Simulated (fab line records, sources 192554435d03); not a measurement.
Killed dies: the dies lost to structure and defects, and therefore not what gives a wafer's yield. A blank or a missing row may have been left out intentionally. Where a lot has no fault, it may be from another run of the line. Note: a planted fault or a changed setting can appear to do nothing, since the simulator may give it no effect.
fab line records -- flow n5_finfet
[record] lots = 9, wafers = 27, last_day = 17
route steps=1938 shown GATE_CUT@465 BEOL_M4@1111 PASSIVATION@1936
lots that met no fault: taken from a fault-free run of the same line
start_h: hours from the record's first day to the start of the lot's first wafer shown -- wait_h: hours since the lot's step before -- " identical to the entry in the row above -- L1.1+2: a single row standing in for several wafers -- - no value, or no start given -- * or withheld: withheld -- < > ~ a bound
route shown NAME@n: a module of which the file shows steps, and the number in the route of the first -- usual: average and standard deviation across the fault-free wafers -- same: alike in all rows -- chamber/n: place in a boat -- sites: the reading at each site -- _std_site: their standard deviation -- _edge_site: inner sites' mean taken away from outer sites' mean -- radius_mm: for every site, how far away it sits from the centre of the wafer -- mask NAME#n: copy n -- behind: the last tool/chamber to shape the wafer -- hold: cause of the lot's hold/its duration in hours/its outcome -- device: names the non-switching transistor (n, p or np) -- end of line: at the end of the route, the tests of the same wafers -- step lacking rows: just its recipe -- killed: dies lost to structure and defects at the first sort, not the wafer's yield -- map: shows each die of a wafer: x if killed, . if not, _ if none is there
set.NAME: the run value of the setting; set.NAME@STEP: its run value at that earlier step -- model.NAME: the simulator's own value behind a step, which no gauge read
the route's steps for a sample of lots (tables are steps, rows are wafers)
services: from which hour (start_h, from the record's first day; less than 0 if before it) a tool's chamber was out of use, for how many hours, and why
[[steps]]
[step N5_GATE_CUT_ETCHBACK_00]
[recipe] chemistry = SF6/Cl2, target = W, pressure_mtorr = 8, icp_w = 900, bias_w = 80, SF6_flow_sccm = 40, Cl2_flow_sccm = 60
[usual] chamber_pressure_mTorr = 8.000/0.0088, drypump_motor_current_A = 5.48/0.27, oes_product_au = 0.73/0.11, throttle_valve_pct = 27.65/0.16
lot.wafer,tool,chamber,start_h,wait_h,chamber_pressure_mTorr,drypump_motor_current_A,oes_product_au,rf_hours_counter_h,throttle_valve_pct
L250.2,rie_metal-03,0,96.83,0.0,8.011,5.58,0.69,88,27.80
L250.3,rie_metal-03,0,96.83,0.0,7.997,5.59,0.69,-,27.80
L250.5,rie_metal-03,0,96.83,0.0,8.017,5.57,0.70,-,27.81
L252.3,rie_metal-02,0,109.51,0.1,8.003,5.02,0.82,-,27.55
L252.4,rie_metal-02,0,109.51,0.1,8.018,5.02,0.82,-,27.56
L252.5,rie_metal-02,0,109.51,0.1,7.999,5.04,0.82,-,27.55
L253.2,rie_metal-02,1,116.04,0.0,8.003,6.03,0.65,100,27.67
L253.3,rie_metal-02,0,116.04,0.0,8.010,5.05,0.81,-,27.57
L253.6,rie_metal-02,0,116.04,0.0,8.001,5.02,0.81,-,27.57
L254.2,rie_metal-03,0,121.05,0.0,7.996,5.58,0.69,90,27.82
L254.3,rie_metal-03,1,121.05,0.0,8.004,5.60,0.71,-,27.71
L254.4,rie_metal-03,0,121.05,0.0,7.998,5.54,0.69,-,27.80
L255.1,rie_metal-03,1,128.47,0.0,8.002,5.58,0.72,68,27.71
L255.4,rie_metal-03,1,128.47,0.0,8.016,5.54,0.70,-,27.71
L255.5,rie_metal-03,0,128.47,0.0,7.987,5.56,0.68,-,27.80
L263.1,rie_metal-01,1,179.53,0.0,8.010,5.51,0.98,1,27.17
L263.4,rie_metal-01,0,179.53,0.0,7.992,5.23,0.92,-,27.39
L263.5,rie_metal-01,0,179.53,0.0,8.013,5.24,0.93,-,27.39
L264.3,rie_metal-03,1,182.14,0.1,8.012,5.64,0.70,-,27.71
L264.4,rie_metal-03,0,182.14,0.1,7.985,5.56,0.67,-,27.82
L264.5,rie_metal-03,0,182.14,0.1,8.008,5.56,0.68,-,27.82
L266.3,rie_metal-01,1,201.94,0.1,7.996,5.48,0.96,-,27.19
L266.4,rie_metal-01,0,201.94,0.1,8.002,5.22,0.90,-,27.40
L266.6,rie_metal-01,1,201.94,0.1,8.005,5.48,0.96,-,27.17
L269.3,rie_metal-03,1,216.33,0.1,7.999,5.59,0.69,-,27.74
L269.5,rie_metal-03,1,216.33,0.1,7.992,5.63,0.69,-,27.72
L269.6,rie_metal-03,0,216.33,0.1,8.015,5.57,0.67,-,27.84
[step N5_GATE_CUT_ETCHBACK_30]
[recipe] chemistry = Cl2/Ar, target = TiN, target_depth_a = 30, mode = isotropic, pressure_mtorr = 10, icp_w = 600, bias_w = 60, Cl2_flow_sccm = 40, Ar_flow_sccm = 60
[usual] chamber_pressure_mTorr = 10.000/0.009, drypump_motor_current_A = 5.48/0.26, oes_product_au = 0.73/0.11, throttle_valve_pct = 21.08/0.18
lot.wafer,tool,chamber,start_h,wait_h,chamber_pressure_mTorr,drypump_motor_current_A,oes_product_au,rf_hours_counter_h,throttle_valve_pct
L250.2,rie_metal-03,0,97.04,0.1,9.987,5.56,0.70,88,21.28
L250.3,rie_metal-03,0,97.04,0.1,9.999,5.57,0.69,-,21.30
L250.5,rie_metal-03,0,97.04,0.1,10.013,5.56,0.69,-,21.29
L252.3,rie_metal-02,0,109.87,0.1,10.000,5.06,0.82,-,20.92
L252.4,rie_metal-02,0,109.87,0.1,10.006,5.08,0.83,-,20.91
L252.5,rie_metal-02,0,109.87,0.1,10.013,5.05,0.82,-,20.91
L253.2,rie_metal-02,1,116.25,0.1,10.011,6.01,0.66,100,21.06
L253.3,rie_metal-02,0,116.25,0.1,10.002,5.01,0.83,-,20.92
L253.6,rie_metal-02,0,116.25,0.1,9.986,5.05,0.83,-,20.92
L254.2,rie_metal-03,0,121.26,0.1,9.984,5.56,0.69,90,21.31
L254.3,rie_metal-03,1,121.26,0.1,9.990,5.62,0.72,-,21.09
L254.4,rie_metal-03,0,121.26,0.1,10.013,5.55,0.69,-,21.29
L255.1,rie_metal-03,1,128.68,0.1,10.007,5.60,0.73,68,21.10
L255.4,rie_metal-03,1,128.68,0.1,10.003,5.59,0.72,-,21.10
L255.5,rie_metal-03,0,128.68,0.1,10.008,5.57,0.69,-,21.29
L263.1,rie_metal-01,1,179.74,0.1,9.994,5.48,0.96,1,20.72
L263.4,rie_metal-01,0,179.74,0.1,10.003,5.21,0.91,-,20.77
L263.5,rie_metal-01,0,179.74,0.1,10.004,5.21,0.91,-,20.75
L264.3,rie_metal-03,1,182.32,0.0,10.001,5.61,0.72,-,21.11
L264.4,rie_metal-03,0,182.32,0.0,10.004,5.55,0.68,-,21.30
L264.5,rie_metal-03,0,182.32,0.0,9.992,5.54,0.68,-,21.30
L266.3,rie_metal-01,1,202.12,0.0,10.008,5.48,0.95,-,20.71
L266.4,rie_metal-01,0,202.12,0.0,9.989,5.21,0.91,-,20.77
L266.6,rie_metal-01,1,202.12,0.0,9.998,5.50,0.95,-,20.71
L269.3,rie_metal-03,1,216.51,0.0,10.001,5.59,0.69,-,21.13
L269.5,rie_metal-03,1,216.51,0.0,10.015,5.56,0.70,-,21.14
L269.6,rie_metal-03,0,216.51,0.0,10.004,5.55,0.67,-,21.31
[step N5_GATE_CUT_STRIP_59]
[recipe] chemistry = N2/H2, time_s = 20, power_w = 100, temp_c = 40, pressure_mtorr = 100, rf_frequency_hz = 6e+07, bias_power_w = 3, n2_flow_sccm = 300, h2_flow_sccm = 300
[usual] bias_power_w = 3.001/0.0084, chamber_pressure_mTorr = 99.99/0.15, drypump_motor_current_A = 5.9/0.52, oes_product_au = 0.77/0.079, rf_vpp_V = 45.5/0.94, showerhead_plenum_p_Torr = 3.43/0.083, temp_c = 39.99/0.1, throttle_valve_pct = 12.20/0.22
lot.wafer,tool,chamber,start_h,wait_h,bias_power_w,chamber_pressure_mTorr,drypump_motor_current_A,oes_product_au,rf_hours_counter_h,rf_vpp_V,showerhead_plenum_p_Torr,temp_c,throttle_valve_pct
L250.2,rie_diel-01,2,97.22,0.1,3.018,99.90,5.7,0.74,168,45.5,3.52,39.93,12.02
L250.3,rie_diel-01,3,97.22,0.1,3.003,100.00,6.3,0.76,158,44.2,3.37,39.88,12.22
L250.5,rie_diel-01,1,97.22,0.1,3.007,100.07,5.9,0.92,-,44.6,3.56,40.18,11.87
L252.3,rie_diel-01,0,110.16,0.1,2.989,99.85,5.8,0.97,3,47.2,3.44,39.91,11.98
L252.4,rie_diel-01,2,110.16,0.1,2.998,100.05,5.7,0.74,173,44.9,3.51,40.10,12.02
L252.5,rie_diel-01,3,110.16,0.1,3.002,99.90,6.3,0.76,-,46.3,3.36,40.11,12.24
L253.2,rie_diel-03,3,116.44,0.1,-,-,-,-,-,-,-,-,-
L253.3,rie_diel-03,1,116.44,0.1,-,-,-,-,-,-,-,-,-
L253.6,rie_diel-03,1,116.44,0.1,-,-,-,-,-,-,-,-,-
L254.2,rie_diel-01,3,121.47,0.1,-,-,-,-,-,-,-,-,-
L254.3,rie_diel-01,1,121.47,0.1,-,-,-,-,-,-,-,-,-
L254.4,rie_diel-01,2,121.47,0.1,-,-,-,-,-,-,-,-,-
L255.1,rie_diel-01,2,128.86,0.1,-,-,-,-,-,-,-,-,-
L255.4,rie_diel-01,3,128.86,0.1,-,-,-,-,-,-,-,-,-
L255.5,rie_diel-01,3,128.86,0.1,-,-,-,-,-,-,-,-,-
L263.1,rie_diel-01,2,179.92,0.1,2.988,99.82,5.7,0.71,195,46.2,3.50,40.09,12.08
L263.4,rie_diel-01,0,179.92,0.1,3.008,99.93,5.8,0.92,23,45.8,3.43,39.95,12.04
L263.5,rie_diel-01,3,179.92,0.1,3.001,99.99,6.3,0.73,-,46.0,3.35,39.75,12.30
L264.3,rie_diel-03,1,182.61,0.1,3.004,99.84,6.1,0.75,170,44.5,3.51,40.11,12.29
L264.4,rie_diel-03,2,182.61,0.1,3.002,99.98,4.9,0.91,12,44.6,3.31,40.06,11.84
L264.5,rie_diel-03,2,182.61,0.1,2.998,100.04,4.9,0.92,-,46.2,3.31,39.92,11.84
L266.3,rie_diel-02,1,202.37,0.1,3.005,100.05,5.8,0.75,161,45.4,3.37,39.95,12.03
L266.4,rie_diel-02,0,202.37,0.1,2.987,100.16,5.1,0.70,233,44.4,3.44,39.90,12.32
L266.6,rie_diel-02,3,202.37,0.1,2.990,99.98,5.6,0.96,-,45.9,3.60,40.01,11.76
L269.3,rie_diel-03,2,216.68,0.1,2.996,99.97,4.9,0.88,22,47.5,3.31,39.92,11.86
L269.5,rie_diel-03,1,216.68,0.1,2.989,100.08,6.1,0.74,-,46.5,3.50,40.05,12.33
L269.6,rie_diel-03,0,216.68,0.1,3.002,99.94,6.8,0.76,-,46.4,3.39,40.12,12.34
[step N5_GATE_CUT_CMP_02]
[recipe] stop_on = SiO2, t_overpolish_s = 12.7, post_cmp_clean = alkaline_brush, down_force_psi = 2.5, platen_rpm = 51.8, pad_velocity_m_s = 1.0307, target_thk_nm = 0
[usual] motor_current_A = 9.4/1.2, overpolish_run_s = 12.698/0.01, time_to_endpoint_s = 24.6/2
lot.wafer,tool,chamber,start_h,wait_h,motor_current_A,overpolish_run_s,time_to_endpoint_s
L250.3,cmp-01,3,101.57,0.1,9.1,12.682,22.4
L250.2,cmp-01,2,101.57,0.1,9.1,12.696,25.5
L250.5,cmp-01,0,101.57,0.1,7.9,12.711,24.4
L252.4,cmp-04,1,113.20,0.2,10.9,12.675,26.2
L252.3,cmp-04,0,113.20,0.2,8.5,12.682,22.3
L252.5,cmp-04,2,113.20,0.2,11.2,12.710,26.5
L253.3,cmp-04,0,119.18,0.1,8.9,12.691,23.1
L253.2,cmp-04,1,119.18,0.1,10.6,12.717,24.3
L253.6,cmp-04,0,119.18,0.1,8.9,12.722,23.4
L254.2,cmp-04,3,123.99,0.1,8.6,12.680,25.1
L254.4,cmp-04,1,123.99,0.1,11.8,12.681,22.3
L254.3,cmp-04,2,123.99,0.1,11.3,12.696,28.2
L255.1,cmp-01,0,131.42,0.1,8.3,12.686,21.9
L255.4,cmp-01,1,131.42,0.1,7.8,12.704,23.8
L255.5,cmp-01,3,131.42,0.1,9.1,12.696,23.1
L263.4,cmp-04,0,183.56,0.1,9.2,12.695,23.0
L263.1,cmp-04,1,183.56,0.1,11.1,12.697,24.1
L263.5,cmp-04,3,183.56,0.1,8.7,12.691,25.5
L264.3,cmp-02,3,185.99,0.1,10.0,12.719,25.3
L264.4,cmp-02,2,185.99,0.1,9.0,12.690,19.8
L264.5,cmp-02,0,185.99,0.1,10.6,12.687,22.5
L266.3,cmp-04,2,204.89,0.1,11.7,12.683,26.5
L266.4,cmp-04,1,204.89,0.1,11.8,12.707,25.0
L266.6,cmp-04,3,204.89,0.1,8.0,12.701,26.1
L269.3,cmp-01,2,219.19,0.1,8.8,12.693,24.7
L269.6,cmp-01,2,219.19,0.1,8.8,12.703,25.5
L269.5,cmp-01,3,219.19,0.1,9.2,12.712,22.6
[step N5_BEOL_M4_RC_MEAS_101]
[usual] DIBL_N = 36.2/1.7, DIBL_P = 36.6/1.9, IOFF_N = 0.16/0.032, IOFF_P = 0.21/0.037, ION_N = 675/12, ION_P = 460/8.1, SS_N = 71.4/0.58, SS_P = 73.4/0.64, VT_N = 249/3.2, VT_P = -252/3.4
lot.wafer,tool,chamber,start_h,wait_h,DIBL_N[mV/V],DIBL_P[mV/V],IOFF_N[nA/um],IOFF_P[nA/um],ION_N[uA/um],ION_P[uA/um],SS_N[mV/dec],SS_P[mV/dec],VT_N[mV],VT_P[mV]
L250.2,prober-02,0,183.29,0.2,38.1,38.5,0.19,0.23,682,462,72.5,73.5,248,-250
L250.3,prober-02,0,183.29,0.2,34.9,35.8,0.14,0.19,657,450,71.9,72.8,253,-253
L250.5,prober-02,0,183.29,0.2,36.7,37.3,0.17,0.21,676,462,71.4,73.5,250,-253
L252.3,prober-02,0,194.52,0.3,37.4,38.4,0.18,0.23,679,467,71.6,74.6,249,-246
L252.4,prober-02,0,194.52,0.3,34.8,34.5,0.13,0.16,674,461,70.8,73.0,251,-251
L252.5,prober-02,0,194.52,0.3,35.5,35.5,0.15,0.18,671,458,70.8,73.6,251,-253
L253.2,prober-02,0,200.25,0.2,35.1,35.8,0.15,0.20,688,470,71.5,73.1,249,-250
L253.3,prober-02,0,200.25,0.2,34.4,34.5,0.14,0.19,674,460,71.0,72.3,246,-252
L253.6,prober-02,0,200.25,0.2,36.1,37.2,0.18,0.23,681,468,71.5,73.6,246,-248
L255.1,prober-01,0,203.10,0.0,39.4,39.6,0.27,0.30,700,471,72.8,74.4,242,-245
L255.4,prober-01,0,203.10,0.0,39.1,39.7,0.25,0.30,697,473,71.7,74.9,241,-244
L255.5,prober-01,0,203.10,0.0,38.0,38.2,0.23,0.27,697,471,71.8,73.8,242,-250
L254.2,prober-02,0,203.56,0.2,36.8,38.0,0.17,0.21,669,454,72.3,73.7,248,-254
L254.3,prober-02,0,203.56,0.2,35.1,37.1,0.14,0.18,669,451,71.1,72.7,251,-251
L254.4,prober-02,0,203.56,0.2,36.4,37.7,0.16,0.20,672,450,71.1,73.2,246,-253
L264.3,prober-02,0,264.09,0.3,37.1,37.9,0.17,0.21,678,463,71.4,73.3,248,-251
L264.4,prober-02,0,264.09,0.3,35.6,35.9,0.15,0.17,657,450,71.7,73.1,248,-254
L264.5,prober-02,0,264.09,0.3,34.8,34.4,0.13,0.16,667,454,71.3,72.4,251,-255
L263.1,prober-01,0,265.51,0.0,35.6,36.4,0.15,0.20,665,455,71.0,73.4,251,-249
L263.4,prober-01,0,265.51,0.0,37.8,38.3,0.20,0.23,670,455,72.0,73.8,246,-251
L263.5,prober-01,0,265.51,0.0,35.9,36.5,0.15,0.21,678,462,71.7,73.6,251,-252
L266.3,prober-02,0,282.12,0.3,36.1,38.3,0.17,0.23,681,468,71.4,73.1,244,-250
L266.4,prober-02,0,282.12,0.3,34.3,35.7,0.14,0.19,670,466,70.0,73.2,251,-252
L266.6,prober-02,0,282.12,0.3,35.9,37.9,0.17,0.22,683,465,70.7,73.0,248,-250
L269.3,prober-01,0,295.63,0.3,38.3,39.7,0.20,0.26,692,470,71.9,74.3,247,-247
L269.5,prober-01,0,295.63,0.3,37.1,37.1,0.18,0.22,682,466,71.8,74.0,248,-251
L269.6,prober-01,0,295.63,0.3,36.5,36.0,0.17,0.21,682,466,71.2,73.5,248,-250
[step N5_PASSIVATION_PROBE_49]
[usual] defect_limited_yield = 91.3/1.5, killed_at_M0_to_M3 = 35/10, killed_at_M4_up = 12/4.6, killed_at_contacts = 13/6.6, killed_at_front_end = 39/11, killed_at_other = 4/3.4, killed_dies = 103/17, killed_on_rim = 14/4.1, killed_open = 67/13, killed_short = 35/8.2, sort_bin_5_function = 5.1/0.94, sort_bin_6_memory = 3.2/0.7, sort_bin_8_speed = 0.00/0.03, sort_n_pass = 1077/17, sort_yield_pct = 91.3/1.5
[same] gross_dies = 1180, killed_at_back_side = 0, sort_bin_4_leakage[%] = 0
lot.wafer,tool,chamber,start_h,wait_h,defect_limited_yield[%],killed_at_M0_to_M3,killed_at_M4_up,killed_at_contacts,killed_at_front_end,killed_at_other,killed_dies,killed_on_rim,killed_open,killed_short,sort_bin_5_function[%],sort_bin_6_memory[%],sort_bin_8_speed[%],sort_n_pass,sort_yield_pct[%]
L254.2,prober-01,-,298.53,0.1,86.9,33,12,9,94,7,155,22,96,58,8.4,4.5,0,1025,86.9
L254.3,prober-01,-,298.58,0.1,86.2,33,10,8,106,6,163,22,91,70,9.4,4.1,0,1017,86.2
L254.4,prober-01,-,298.63,0.2,86.4,28,11,11,108,2,160,22,110,49,8.0,5.1,0,1020,86.4
L253.2,prober-01,-,303.20,0.1,86.3,28,13,13,105,3,162,29,90,68,6.8,5.4,0,1018,86.3
L253.3,prober-01,-,303.25,0.1,85.0,39,12,11,110,5,177,25,95,82,9.0,5.1,0,1003,85.0
L253.6,prober-01,-,303.40,0.3,86.2,34,19,9,101,0,163,14,98,65,7.5,5.1,0,1017,86.2
L255.1,prober-01,-,310.30,0.0,84.5,46,11,18,107,1,183,21,108,75,8.8,6.2,0,997,84.5
L255.4,prober-01,-,310.45,0.2,83.2,39,9,9,132,9,198,25,111,87,9.8,6.4,0,982,83.2
L255.5,prober-01,-,310.50,0.2,84.0,49,8,6,118,8,189,17,109,80,9.0,6.4,0,991,84.0
L263.1,prober-01,-,373.68,0.0,92.5,36,12,11,27,2,88,12,64,23,4.3,2.7,0,1092,92.5
L263.4,prober-01,-,373.83,0.2,92.7,29,11,6,37,3,86,12,56,30,4.6,2.5,0,1094,92.7
L263.5,prober-01,-,373.88,0.2,92.9,23,14,7,36,4,84,9,59,25,4.5,2.5,0,1096,92.9
L264.3,prober-01,-,376.95,0.1,91.6,39,7,11,37,5,99,15,48,51,5.1,3.1,0,1081,91.6
L264.4,prober-01,-,377.00,0.2,90.4,30,7,22,46,8,113,11,69,41,5.8,3.5,0,1067,90.4
L264.5,prober-01,-,377.05,0.2,91.1,26,10,16,48,5,105,13,61,44,6.1,2.5,0,1075,91.1
// killed by level:class
L254.2 GATE_CUT:geometric_particle:short=36 GATE_CUT:geometric_particle:open=34 BEOL_M1:geometric_particle:open=9 STI_FIN_REVEAL:geometric_particle:open=8 MOL_CONTACT_COAG:geometric_particle:open=8 BEOL_M4:geometric_particle:open=6 BEOL_M0_SAQP:geometric_particle:open=6 BEOL_M2:geometric_particle:open=5
L254.3 GATE_CUT:geometric_particle:short=47 GATE_CUT:geometric_particle:open=28 DUMMY_GATE:geometric_particle:open=12 BEOL_M1:geometric_particle:open=12 MOL_CONTACT_COAG:geometric_particle:open=6 BEOL_M0_SAQP:geometric_particle:open=6 BEOL_M2:geometric_particle:open=5 FIN_SAQP:geometric_particle:open=4
L254.4 GATE_CUT:geometric_particle:short=33 GATE_CUT:geometric_particle:open=31 STI_FIN_REVEAL:geometric_particle:open=16 FIN_SAQP:geometric_particle:open=15 MOL_CONTACT_COAG:geometric_particle:open=11 BEOL_M1:geometric_particle:open=7 BEOL_M3:geometric_particle:open=7 BEOL_M0_SAQP:geometric_particle:short=4
L253.2 GATE_CUT:geometric_particle:short=37 GATE_CUT:geometric_particle:open=33 MOL_CONTACT_COAG:geometric_particle:open=12 FIN_SAQP:geometric_particle:short=9 BEOL_M4:geometric_particle:open=7 BEOL_M0_SAQP:geometric_particle:open=5 BEOL_M1:geometric_particle:open=5 BEOL_M3:geometric_particle:short=5
L253.3 GATE_CUT:geometric_particle:short=38 GATE_CUT:geometric_particle:open=31 FIN_SAQP:geometric_particle:short=14 MOL_CONTACT_COAG:geometric_particle:open=9 FIN_SAQP:geometric_particle:open=8 STI_FIN_REVEAL:geometric_particle:open=7 BEOL_M0_SAQP:geometric_particle:short=7 BEOL_M0_SAQP:geometric_particle:open=6
L253.6 GATE_CUT:geometric_particle:open=46 GATE_CUT:geometric_particle:short=37 BEOL_M7:geometric_particle:open=9 FIN_SAQP:geometric_particle:short=6 MOL_CONTACT_COAG:geometric_particle:open=6 BEOL_M2:geometric_particle:open=6 BEOL_M0:geometric_particle:open=5 BEOL_M1:geometric_particle:open=5
L255.1 GATE_CUT:geometric_particle:short=39 GATE_CUT:geometric_particle:open=34 MOL_CONTACT_COAG:geometric_particle:open=12 BEOL_M2:geometric_particle:open=12 FIN_SAQP:geometric_particle:open=11 STI_FIN_REVEAL:geometric_particle:open=7 BEOL_M1:geometric_particle:open=7 BEOL_M0_SAQP:geometric_particle:open=6
L255.4 GATE_CUT:geometric_particle:short=51 GATE_CUT:geometric_particle:open=39 STI_FIN_REVEAL:geometric_particle:open=13 BEOL_M0_SAQP:geometric_particle:open=12 BEOL_M0_SAQP:geometric_particle:short=11 FIN_SAQP:geometric_particle:open=9 MOL_CONTACT_COAG:geometric_particle:open=8 BEOL_M3:geometric_particle:open=6
L255.5 GATE_CUT:geometric_particle:short=39 GATE_CUT:geometric_particle:open=31 STI_FIN_REVEAL:geometric_particle:open=18 BEOL_M2:geometric_particle:open=12 FIN_SAQP:geometric_particle:short=9 BEOL_M1:geometric_particle:open=9 FIN_SAQP:geometric_particle:open=8 BEOL_M0_SAQP:geometric_particle:open=6
L263.1 MOL_CONTACT_COAG:geometric_particle:open=10 STI_FIN_REVEAL:geometric_particle:open=9 BEOL_M0_SAQP:geometric_particle:open=8 BEOL_M2:geometric_particle:open=8 BEOL_M0_SAQP:geometric_particle:short=7 BEOL_M1:geometric_particle:open=6 FIN_SAQP:geometric_particle:open=5 BEOL_M5:geometric_particle:open=5
L263.4 FIN_SAQP:geometric_particle:open=11 STI_FIN_REVEAL:geometric_particle:open=10 BEOL_M0_SAQP:geometric_particle:short=9 BEOL_M2:geometric_particle:open=6 MOL_CONTACT_COAG:geometric_particle:open=5 BEOL_M0_SAQP:geometric_particle:open=5 STI_FIN_REVEAL:geometric_particle:short=4 BEOL_M4:geometric_particle:open=4
L263.5 BEOL_M0_SAQP:geometric_particle:short=8 FIN_SAQP:geometric_particle:open=7 STI_FIN_REVEAL:geometric_particle:open=7 DUMMY_GATE:geometric_particle:open=7 MOL_CONTACT_COAG:geometric_particle:open=6 BEOL_M0_SAQP:geometric_particle:open=5 BEOL_M5:geometric_particle:open=5 STARTING-WAFER:geometric_particle:open=4
L264.3 BEOL_M0_SAQP:geometric_particle:short=12 BEOL_M3:geometric_particle:short=11 FIN_SAQP:geometric_particle:short=10 MOL_CONTACT_COAG:geometric_particle:open=10 GATE_CUT:geometric_particle:short=8 DUMMY_GATE:geometric_particle:open=6 BEOL_M0_SAQP:geometric_particle:open=5 BEOL_M1:geometric_particle:open=5
L264.4 MOL_CONTACT_COAG:geometric_particle:open=19 BEOL_M0_SAQP:geometric_particle:short=9 STI_FIN_REVEAL:geometric_particle:open=8 BEOL_M1:geometric_particle:open=7 FIN_SAQP:geometric_particle:short=6 FIN_SAQP:geometric_particle:open=6 DUMMY_GATE:geometric_particle:open=6 GATE_CUT:geometric_particle:short=6
L264.5 MOL_CONTACT_COAG:geometric_particle:open=14 FIN_SAQP:geometric_particle:short=12 FIN_SAQP:geometric_particle:open=10 GATE_CUT:geometric_particle:open=7 BEOL_M1:geometric_particle:open=6 BEOL_M0_SAQP:geometric_particle:short=6 GATE_CUT:geometric_particle:short=5 BEOL_M0_SAQP:geometric_particle:open=4
[[services]]
tool,chamber,start_h,hours,kind
rie_diel-01,0,83.87,-,clean
rie_diel-01,0,83.87,-,consumable_replace:focus_ring
rie_diel-01,0,83.87,18.3,scheduled_down
rie_diel-01,0,83.87,18.3,vent_cycle
rie_diel-03,1,85.69,1.9,repair
cmp-04,-,92.09,4.0,pm
rie_diel-01,-,94.95,0.5,repair
cmp-04,-,96.09,-,consumable_replace:conditioner
cmp-04,-,96.09,-,consumable_replace:pad
rie_metal-03,0,98.98,3.1,repair
cmp-02,-,103.28,22.4,pm
rie_diel-02,-,105.28,14.6,pm
rie_metal-02,1,105.80,7.8,repair
cmp-01,-,109.72,4.0,pm
rie_metal-01,-,109.91,0.7,repair
cmp-01,-,130.78,0.4,repair
rie_metal-01,0,133.43,-,clean
rie_metal-01,0,133.43,16.4,scheduled_down
cmp-01,-,134.49,5.1,pm
rie_diel-03,-,172.67,0.3,repair
rie_diel-03,1,193.13,8.5,repair
cmp-01,-,195.44,2.3,repair
cmp-04,-,198.53,0.2,repair
cmp-02,-,200.12,5.6,pm
[[key]]
[first_sign] step = N5_GATE_CUT_STRIP_59, reading = tool_record, direction = missing
[effect] step = N5_PASSIVATION_PROBE_49, reading = killed_at_front_end, direction = up, sigmas = 6.1, usual = 39, struck = 109
[more_kills_born_at] N5_GATE_CUT_STRIP_59@rie_diel-01 = 411, N5_GATE_CUT_STRIP_59@rie_diel-03 = 202
met_at N5_GATE_CUT_STRIP_59
struck_lots L253,L254,L255
not_acting_at N5_GATE_CUT_ETCHBACK_00,N5_GATE_CUT_ETCHBACK_30,N5_GATE_CUT_CMP_02
onset_between 110.16 116.44
[fault] kind = skipped_step_whole, tool = rie_diel-01,rie_diel-03, chamber = -, onset_h = 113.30, steps = N5_GATE_CUT_STRIP_59, scope = struck_lots_only
